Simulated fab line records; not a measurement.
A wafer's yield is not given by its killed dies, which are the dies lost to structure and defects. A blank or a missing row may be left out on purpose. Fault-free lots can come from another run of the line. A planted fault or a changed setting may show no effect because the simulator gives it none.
Which tool did it? | flow n5_finfet | Sampling: 8 lots, 23 wafers, 7 of 1938 route steps

== WHAT EACH GAUGE READ, for each wafer ==
N5_GATE_CUT_INSPECT_15: inspects for defects (brightfield).
lot  | measured     | on                | raw_defect_count
L696 | day 5 04:17  | defect_inspect-01 | 90 108 87
L698 | day 5 14:08  | defect_inspect-01 | 112 75 97
L699 | day 5 23:09  | defect_inspect-02 | 216 120 127
L703 | day 6 22:13  | defect_inspect-01 | 122 132
L709 | day 8 09:04  | defect_inspect-02 | 158 115 248
L710 | day 8 15:03  | defect_inspect-01 | 59 144 58
L713 | day 9 09:37  | defect_inspect-01 | 241 78 133
L716 | day 10 07:17 | defect_inspect-01 | 102 56 79

N5_GATE_CUT_THK_MEAS_24.
lot  | measured     | on            | GC_FILL_THK (nm)
L696 | day 5 06:58  | film_metro-02 | 223.9 227.4 225.5
L698 | day 5 16:52  | film_metro-02 | 219.0 221.0 221.4
L699 | day 6 01:49  | film_metro-01 | 217.1 217.5 220.7
L703 | day 7 01:04  | film_metro-02 | 168.7 222.0
L709 | day 8 11:43  | film_metro-01 | 221.8 222.2 222.2
L710 | day 8 17:49  | film_metro-01 | 220.4 223.8 223.7
L713 | day 9 12:37  | film_metro-02 | 219.3 222.4 223.0
L716 | day 10 10:25 | film_metro-01 | 220.5 222.5 220.2

N5_BEOL_M4_RC_MEAS_101.
lot  | measured     | on        | DIBL_N (mV/V)  | DIBL_P (mV/V)  | IOFF_N (nA/um)    | IOFF_P (nA/um)    | ION_N (uA/um) | ION_P (uA/um) | SS_N (mV/dec)  | SS_P (mV/dec)  | VT_N (mV)   | VT_P (mV)
L696 | day 10 07:59 | prober-02 | 36.1 36.0 37.7 | 36.4 36.0 37.8 | 0.148 0.150 0.173 | 0.197 0.196 0.228 | 663 671 666   | 452 462 457   | 71.0 71.1 72.4 | 73.3 73.4 74.0 | 252 253 247 | -252 -255 -250
L698 | day 11 04:16 | prober-02 | 36.4 37.6 34.9 | 35.5 37.3 33.0 | 0.157 0.187 0.123 | 0.188 0.220 0.159 | 673 688 658   | 457 463 450   | 71.0 71.5 70.8 | 72.8 73.7 73.2 | 251 246 256 | -249 -249 -253
L699 | day 11 08:04 | prober-02 | 33.9 31.8 34.2 | 32.9 31.0 33.7 | 0.125 0.097 0.125 | 0.150 0.135 0.157 | 669 644 662   | 448 443 453   | 71.4 69.8 71.0 | 72.4 72.2 72.5 | 255 256 253 | -255 -257 -254
L703 | day 12 13:01 | prober-01 | 34.5 35.6      | 36.0 36.7      | 0.148 0.175       | 0.217 0.238       | 665 671       | 464 462       | 71.5 71.9      | 73.9 73.8      | 250 247     | -247 -246
L709 | day 14 01:52 | prober-02 | 36.2 37.0 35.2 | 37.5 36.5 35.8 | 0.165 0.162 0.137 | 0.234 0.206 0.201 | 667 678 659   | 458 464 459   | 71.4 71.6 71.2 | 74.2 73.9 73.3 | 244 249 250 | -247 -249 -250
L710 | day 14 01:35 | prober-01 | 34.5 34.4 36.1 | 34.0 32.9 35.3 | 0.121 0.116 0.143 | 0.179 0.167 0.204 | 650 656 668   | 454 451 455   | 71.1 70.8 71.9 | 73.7 72.8 72.8 | 254 255 253 | -250 -255 -251
L713 | day 14 23:49 | prober-01 | 36.1 38.2 34.3 | 35.1 36.6 31.9 | 0.165 0.209 0.121 | 0.231 0.262 0.186 | 666 691 652   | 467 470 458   | 71.9 71.8 70.9 | 72.7 73.3 72.6 | 245 243 251 | -246 -244 -251
L716 | day 15 11:44 | prober-02 | 37.6 36.5 36.8 | 35.2 35.3 36.0 | 0.177 0.159 0.167 | 0.217 0.212 0.225 | 680 669 679   | 463 461 464   | 71.3 70.4 71.2 | 73.9 72.7 73.7 | 248 250 250 | -248 -250 -252

== WHICH TOOL RAN EACH LOT (tool, then ch and the chambers of the sampled wafers, then the start) ==
lot  | N5_GATE_CUT_HM_DEP_46          | N5_GATE_CUT_ETCH_28               | N5_GATE_CUT_HM_OPEN_40            | N5_GATE_CUT_VAPOR_ETCH_51
L696 | pecvd-03 ch 0,1,2, day 5 03:44 | rie_diel-05 ch 0,2, day 5 04:21   | rie_diel-05 ch 0,2, day 5 04:29   | rie_metal-03 ch 1, day 5 04:57
L698 | pecvd-03 ch 1,2, day 5 13:42   | rie_diel-06 ch 0,2,3, day 5 14:16 | rie_diel-06 ch 0,2,3, day 5 14:24 | rie_metal-03 ch 0,1, day 5 14:52
L699 | pecvd-02 ch 0,2, day 5 22:44   | rie_diel-02 ch 0,1, day 5 23:13   | rie_diel-02 ch 0,1, day 5 23:21   | rie_metal-03 ch 0,1, day 5 23:49
L703 | pecvd-02 ch 2, day 6 21:40     | rie_diel-02 ch 2, day 6 22:17     | rie_diel-02 ch 2, day 6 22:24     | rie_metal-03 ch 0, day 6 22:52
L709 | pecvd-03 ch 1,2, day 8 08:31   | rie_diel-02 ch 0,1,2, day 8 09:08 | rie_diel-02 ch 0,1,2, day 8 09:16 | rie_metal-01 ch 0,1, day 8 09:44
L710 | pecvd-04 ch 0,1, day 8 14:30   | rie_diel-06 ch 2,3, day 8 15:07   | rie_diel-06 ch 2,3, day 8 15:15   | rie_metal-01 ch 0,1, day 8 15:44
L713 | pecvd-03 ch 0,1,2, day 9 09:04 | rie_diel-02 ch 2,3, day 9 10:02   | rie_diel-02 ch 2,3, day 9 10:10   | rie_metal-02 ch 0,1, day 9 10:38
L716 | pecvd-03 ch 0,2, day 10 06:52  | rie_diel-05 ch 0,3, day 10 07:22  | rie_diel-05 ch 0,3, day 10 07:29  | rie_metal-02 ch 0,1, day 10 07:58
- N5_GATE_CUT_HM_DEP_46: deposits SiO2 from TEOS/O2, target thk 130 nm, time 26.6 s.
- N5_GATE_CUT_ETCH_28: etches underlayer in N2/H2, target depth 13 nm, time 10.4 s.
- N5_GATE_CUT_HM_OPEN_40: chemistry C4F6/O2, target SiO2, target depth 139 nm, time 85.1 s.
- N5_GATE_CUT_VAPOR_ETCH_51: etches HfO2 in BCl3/Cl2.

== WHAT THE TOOLS THEMSELVES READ (means of the sampled wafers that have a number; where no wafer has one, the mark that the record gives instead) ==
N5_GATE_CUT_HM_DEP_46.
lot  | tool     | heater_power_outer_w (W) | heater_power_w (W) | showerhead_plenum_p_Torr (Torr) | throttle_valve_pct (%)
L696 | pecvd-03 | 287                      | 542                | 8.34                            | 18.2
L698 | pecvd-03 | 257                      | 494                | 8.36                            | 17.4
L699 | pecvd-02 | 300                      | 544                | 8.37                            | 18.9
L703 | pecvd-02 | 334                      | 626                | 8.38                            | 18.9
L709 | pecvd-03 | 258                      | 498                | 8.35                            | 17.5
L710 | pecvd-04 | 343                      | 576                | 8.34                            | 19.0
L713 | pecvd-03 | 308                      | 552                | 8.35                            | 18.3
L716 | pecvd-03 | 292                      | 552                | 8.36                            | 17.4

N5_GATE_CUT_ETCH_28.
lot  | tool        | drypump_motor_current_A (A) | etch_rf_on_time_s (s) | n2_flow_sccm (sccm) | oes_product_au (a.u.) | rf_vpp_V (V) | showerhead_plenum_p_Torr (Torr) | throttle_valve_pct (%)
L696 | rie_diel-05 | 5.9                         | 10.43                 | 199.4               | 0.63                  | 524          | 2.55                            | 18.17
L698 | rie_diel-06 | 5.8                         | 10.45                 | 200.1               | 0.62                  | 522          | 2.46                            | 18.12
L699 | rie_diel-02 | 6.4                         | 10.23                 | 200.1               | 0.74                  | 527          | 2.69                            | 17.78
L703 | rie_diel-02 | 5.3                         | 10.00                 | 200.4               | 0.70                  | 521          | 2.45                            | 17.80
L709 | rie_diel-02 | 6.0                         | 10.14                 | 200.1               | 0.69                  | 525          | 2.59                            | 17.80
L710 | rie_diel-06 | 6.0                         | 10.45                 | 200.3               | 0.67                  | 522          | 2.47                            | 17.99
L713 | rie_diel-02 | 5.3                         | 10.11                 | 200.1               | 0.71                  | 522          | 2.50                            | 17.95
L716 | rie_diel-05 | 5.6                         | 10.34                 | 199.1               | 0.75                  | 523          | 2.49                            | 17.73

N5_GATE_CUT_HM_OPEN_40.
lot  | tool        | drypump_motor_current_A (A) | etch_rf_on_time_s (s) | oes_ar_750_au (a.u.) | oes_product_au (a.u.) | rf_vpp_V (V) | showerhead_plenum_p_Torr (Torr) | throttle_valve_pct (%)
L696 | rie_diel-05 | 5.9                         | 97.5                  | 0.73                 | 0.66                  | 663          | 2.87                            | 21.27
L698 | rie_diel-06 | 5.8                         | 95.8                  | 0.73                 | 0.66                  | 675          | 2.76                            | 21.23
L699 | rie_diel-02 | 6.4                         | 92.1                  | 0.86                 | 0.78                  | 680          | 2.99                            | 20.71
L703 | rie_diel-02 | 5.3                         | 75.6                  | 0.81                 | 0.73                  | 685          | 2.77                            | 20.98
L709 | rie_diel-02 | 6.0                         | 93.7                  | 0.81                 | 0.73                  | 679          | 2.90                            | 20.82
L710 | rie_diel-06 | 6.0                         | 96.0                  | 0.78                 | 0.71                  | 684          | 2.78                            | 21.17
L713 | rie_diel-02 | 5.3                         | 93.2                  | 0.83                 | 0.76                  | 680          | 2.81                            | 21.09
L716 | rie_diel-05 | 5.6                         | 93.4                  | 0.87                 | 0.80                  | 668          | 2.81                            | 20.83

N5_GATE_CUT_VAPOR_ETCH_51.
lot  | tool         | drypump_motor_current_A (A) | oes_product_au (a.u.)
L696 | rie_metal-03 | 5.4                         | 0.83
L698 | rie_metal-03 | 5.3                         | 0.87
L699 | rie_metal-03 | 5.1                         | 0.90
L703 | rie_metal-03 | 5.0                         | 0.92
L709 | rie_metal-01 | 5.1                         | 0.59
L710 | rie_metal-01 | 5.3                         | 0.60
L713 | rie_metal-02 | 5.4                         | 0.87
L716 | rie_metal-02 | 5.6                         | 0.83

== THE ANSWER, worked out from the rows above alone ==
Rule: the lots themselves supply what counts as usual. The widest of any qualifying gaps counts: lots, ordered by their means at a reading, are off when they make up no more than a third of the lots, leave a main group of 4 or more, and stand apart from it by 3 or more times the standard deviation of that group's means. A main group is skipped when, at the precision printed for the reading in the tables above, its means are all equal. Also off: a lot with no number at a reading for which 4 or more lots have one. The other lots that the step has rows for count as sound. Order of review: gauges by route order, followed by the tools' own readings, for which a lot's mean as printed above is used. The first step at which some lot is off is used, and at that step the reading that is off furthest; a lot without a number counts as furthest.
Off: L703, seen at N5_GATE_CUT_THK_MEAS_24 (GC_FILL_THK). The main group: mean 221.7 nm, standard deviation 2.
A tool fits if, at a process step before that reading, it ran every lot that is off, and no sound lot after the first of them. The gauges at N5_GATE_CUT_THK_MEAS_24 aren't tried: what is off there is off at N5_GATE_CUT_HM_OPEN_40 too, on other tools, and a gauge's error can't cause that. This does not decide it: 2 tools fit, namely pecvd-02 at N5_GATE_CUT_HM_DEP_46 and rie_metal-03 at N5_GATE_CUT_VAPOR_ETCH_51.

== WHAT THE SIMULATOR HAD INSERTED ==
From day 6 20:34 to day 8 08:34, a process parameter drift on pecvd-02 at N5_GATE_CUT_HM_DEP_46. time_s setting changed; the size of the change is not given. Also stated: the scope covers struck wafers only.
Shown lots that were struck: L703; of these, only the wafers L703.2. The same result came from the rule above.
